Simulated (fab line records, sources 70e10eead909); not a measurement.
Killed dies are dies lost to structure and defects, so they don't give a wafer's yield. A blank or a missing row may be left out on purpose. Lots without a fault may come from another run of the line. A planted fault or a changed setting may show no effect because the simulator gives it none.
Which tool did it? | flow nand_harc | 6 lots, 18 wafers sampled, at 5 steps of a route of 1302

WHAT THE GAUGES READ, wafer by wafer
NHARC_END_SORT_01.
lot  | measured     | on        | killed_at_array
L906 | day 28 17:11 | prober-02 | 41 40 50
L914 | day 32 02:38 | prober-02 | 64 51 52
L916 | day 33 06:53 | prober-02 | 69 31 66
L918 | day 33 14:21 | prober-01 | 52 37 55

WHICH TOOL RAN EACH LOT (tool, then ch and the chambers of the sampled wafers, then the start)
lot  | NHARC_A_CHANNEL_FILL_D2_PRECLEAN_00 | NHARC_A_CHANNEL_FILL_D2_ALD_03                 | NHARC_A_CHANNEL_FILL_D2_ALD_15                 | NHARC_A_CHANNEL_FILL_D2_ETCHBACK_20
L899 | wet_bench-06 ch 3,6,7, day 14 21:38 | ald_sin_batch-02 ch 0, day 15 21:49 or earlier | ald_sin_batch-02 ch 0, day 15 21:49 or earlier | rie_diel-13 ch 0,3, day 15 21:49
L901 | wet_bench-02 ch 0,3,5, day 15 08:47 | ald_sin_batch-01 ch 0, day 15 19:04 or earlier | ald_sin_batch-02 ch 0, day 15 19:04            | rie_diel-10 ch 0,2, day 16 09:05
L906 | wet_bench-02 ch 0,2,4, day 17 20:42 | ald_sin_batch-01 ch 0, day 19 00:05 or earlier | ald_sin_batch-01 ch 0, day 19 00:05 or earlier | rie_diel-13 ch 0,2,3, day 19 00:05
L914 | wet_bench-06 ch 2,3,7, day 20 23:44 | ald_sin_batch-02 ch 0, day 22 03:40 or earlier | ald_sin_batch-03 ch 0, day 22 03:40 or earlier | rie_diel-12 ch 0,1,2, day 22 03:40
L916 | wet_bench-04 ch 0,3,7, day 22 07:05 | ald_sin_batch-03 ch 0, day 23 07:37 or earlier | ald_sin_batch-03 ch 0, day 23 07:37 or earlier | rie_diel-12 ch 1,2, day 23 07:37
L918 | wet_bench-04 ch 1,3,7, day 23 02:29 | ald_sin_batch-03 ch 0, day 24 03:13 or earlier | ald_sin_batch-02 ch 0, day 24 03:13 or earlier | rie_diel-12 ch 0,1,3, day 24 03:13
- NHARC_A_CHANNEL_FILL_D2_PRECLEAN_00: cleans in SC1.
- NHARC_A_CHANNEL_FILL_D2_ALD_03: deposits SiNx, target thk 6 nm, pulse time 60 s, ald cycles 58.
- NHARC_A_CHANNEL_FILL_D2_ALD_15: deposits SiNx, target thk 2 nm, pulse time 60 s, ald cycles 19.
- NHARC_A_CHANNEL_FILL_D2_ETCHBACK_20: etches the open film in C4F8/O2/Ar, target depth 27 nm, time 13.5 s.

THE ANSWER, worked out from the rows above alone
Rule: what is usual is taken from the lots themselves. Put in order of their means at a reading, lots are off if they are a third of the lots or fewer, leave a main group of 4 or more, and stand apart from it by a gap of 3 or more times the standard deviation of the main group's means; of several such gaps the widest counts. A main group whose means are all the same, to the digits that the tables above print for the reading, isn't used. A lot without any number at a reading at which 4 lots or more have one is off too. The other lots that the step has rows for count as sound.
No lot is off at any reading shown: from this, nothing can be told.

WHAT THE SIMULATOR HAD PUT IN
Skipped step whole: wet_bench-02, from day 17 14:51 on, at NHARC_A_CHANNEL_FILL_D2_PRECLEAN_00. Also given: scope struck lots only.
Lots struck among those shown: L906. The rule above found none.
